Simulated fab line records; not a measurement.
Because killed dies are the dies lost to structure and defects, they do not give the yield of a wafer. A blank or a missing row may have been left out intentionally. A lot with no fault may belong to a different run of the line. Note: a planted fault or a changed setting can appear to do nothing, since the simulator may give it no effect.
Check of tool commonality | flow n5 finfet | Lots sampled 8, wafers sampled 24

REASON IT WAS OPENED
N5_MOL_CONTACT_COAG_THK_MEAS_29, reading MD_CAP_THK: flagged on 2 of 8 lots. No-fault wafers: 17.93 nm, standard deviation 0.093.
Rule: a lot is flagged when every wafer of it that has a number lies more than 4 standard deviations from that mean, or none has a number. The other lots count as sound.

lot  | measured     | on            | MD_CAP_THK (nm), wafer by wafer | flag
L780 | day 5 16:30  | film metro-01 | 17.89 18.08 17.94               |
L785 | day 6 18:08  | film metro-01 | 17.88 17.86 17.88               |
L787 | day 7 08:47  | film metro-02 | 18.00 17.99 17.84               |
L788 | day 7 18:38  | film metro-02 | 18.16 17.96 18.00               |
L789 | day 7 23:26  | film metro-02 | 17.82 17.88 17.82               |
L793 | day 9 00:16  | film metro-01 | 18.68 18.76 18.81               | FLAGGED
L794 | day 9 04:39  | film metro-02 | 18.66 18.79 18.70               | FLAGGED
L801 | day 10 21:46 | film metro-02 | 17.92 17.98 18.07               |
Average over the flagged lots: 18.73 nm; offset from the usual +0.80 nm, equal to +9 standard deviations.

EACH LOT AND THE TOOL IT RAN ON
4 process steps preceding the reading are held in the record, out of 1938 steps in the route. Cell contents, in order: the tool; ch with the chambers the sampled wafers went through; the start.
lot  | flag    | N5_MOL_CONTACT_COAG_ETCH_59        | N5_MOL_CONTACT_COAG_ALD_20          | N5_MOL_CONTACT_COAG_SPUTTER_130 | N5_MOL_CONTACT_COAG_CMP_23
L780 |         | rie diel-05 ch 0,2,3, day 5 06:09  | ald metal-03 ch 0,3, day 5 07:08    | pvd sputter-01, day 5 13:38     | cmp-02 ch 0,3, day 5 13:49
L785 |         | rie diel-06 ch 1,2, day 6 09:11    | ald metal-01 ch 2,3, day 6 11:23    | pvd sputter-03, day 6 15:16     | cmp-02 ch 0,1,2, day 6 15:27
L787 |         | rie diel-01 ch 0,2,3, day 6 23:20  | ald metal-02 ch 1,2, day 7 02:13    | pvd sputter-01, day 7 05:52     | cmp-03 ch 0,2, day 7 06:05
L788 |         | rie diel-05 ch 1,2, day 7 08:49    | ald metal-03 ch 0,1,2, day 7 10:09  | pvd sputter-02, day 7 15:15     | cmp-03 ch 0,2,3, day 7 15:33
L789 |         | rie diel-06 ch 0,1,3, day 7 11:38  | ald metal-02 ch 0,2,3, day 7 14:57  | pvd sputter-01, day 7 19:45     | cmp-02 ch 1,2,3, day 7 19:57
L793 | FLAGGED | rie diel-01 ch 0,1,3, day 8 13:01  | ald metal-02 ch 0,1,2, day 8 14:10  | pvd sputter-02, day 8 20:05     | cmp-02 ch 1,2,3, day 8 20:19
L794 | FLAGGED | rie diel-06 ch 0,3, day 8 20:24    | ald metal-02 ch 1,2, day 8 21:21    | pvd sputter-01, day 9 01:47     | cmp-02 ch 0,1,2, day 9 02:05
L801 |         | rie diel-06 ch 0,1,2, day 10 13:10 | ald metal-01 ch 1,2,3, day 10 14:10 | pvd sputter-01, day 10 18:54    | cmp-04 ch 1,2, day 10 19:08
What the steps here do:
- N5_MOL_CONTACT_COAG_ETCH_59: etches underlayer in N2/H2, target depth 13 nm, time 10.4 s.
- N5_MOL_CONTACT_COAG_ALD_20: deposits TiN, target thk 1.5 nm, pulse time 1 s, purge time 3 s.
- N5_MOL_CONTACT_COAG_SPUTTER_130: material Co, target thk 47.5 nm.
- N5_MOL_CONTACT_COAG_CMP_23: polishes, stops on SiO2, t overpolish 1.5 s, target thk 0 nm.
- N5_MOL_CONTACT_COAG_THK_MEAS_29

FLAGGED OVER TOTAL, TOOL BY TOOL (the gauges that took the reading come last)
step                            | tool           | lots run | flagged | share of the flagged lots | sound lots run after its first flagged lot
N5_MOL_CONTACT_COAG_ETCH_59     | rie diel-01    | 2        | 1       | some                      | 0
N5_MOL_CONTACT_COAG_ETCH_59     | rie diel-05    | 2        | 0       | none                      | -
N5_MOL_CONTACT_COAG_ETCH_59     | rie diel-06    | 4        | 1       | some                      | 1 (L801)
N5_MOL_CONTACT_COAG_ALD_20      | ald metal-01   | 2        | 0       | none                      | -
N5_MOL_CONTACT_COAG_ALD_20      | ald metal-02   | 4        | 2       | all                       | 0
N5_MOL_CONTACT_COAG_ALD_20      | ald metal-03   | 2        | 0       | none                      | -
N5_MOL_CONTACT_COAG_SPUTTER_130 | pvd sputter-01 | 5        | 1       | some                      | 1 (L801)
N5_MOL_CONTACT_COAG_SPUTTER_130 | pvd sputter-02 | 2        | 1       | some                      | 0
N5_MOL_CONTACT_COAG_SPUTTER_130 | pvd sputter-03 | 1        | 0       | none                      | -
N5_MOL_CONTACT_COAG_CMP_23      | cmp-02         | 5        | 2       | all                       | 0
N5_MOL_CONTACT_COAG_CMP_23      | cmp-03         | 2        | 0       | none                      | -
N5_MOL_CONTACT_COAG_CMP_23      | cmp-04         | 1        | 0       | none                      | -
N5_MOL_CONTACT_COAG_THK_MEAS_29 | film metro-01  | 3        | 1       | some                      | 0
N5_MOL_CONTACT_COAG_THK_MEAS_29 | film metro-02  | 5        | 1       | some                      | 1 (L801)

THE TABLE: WHAT IT ALLOWS
Table rows that saw every flagged lot: 2, namely ald metal-02 at N5_MOL_CONTACT_COAG_ALD_20 and cmp-02 at N5_MOL_CONTACT_COAG_CMP_23.
- ald metal-02 at N5_MOL_CONTACT_COAG_ALD_20 ran 4 lots, 2 of them flagged. A fault beginning between L789 (day 7 14:57), its last sound lot, and L793 (day 8 14:10), its first flagged one, fits the data.
- cmp-02 at N5_MOL_CONTACT_COAG_CMP_23 ran 5 lots, 2 of them flagged. A fault beginning between L789 (day 7 19:57), its last sound lot, and L793 (day 8 20:19), its first flagged one, fits the data. Its own readings lie more than 4 standard deviations out on every wafer of the flagged lots: head pressure psi.
These 2 tools cannot be told apart by counting lots, since each of them fits a fault that started at some hour. More lots, or a look at what each step does to the wafer, might.

WHAT THE SIMULATOR HAD PUT IN
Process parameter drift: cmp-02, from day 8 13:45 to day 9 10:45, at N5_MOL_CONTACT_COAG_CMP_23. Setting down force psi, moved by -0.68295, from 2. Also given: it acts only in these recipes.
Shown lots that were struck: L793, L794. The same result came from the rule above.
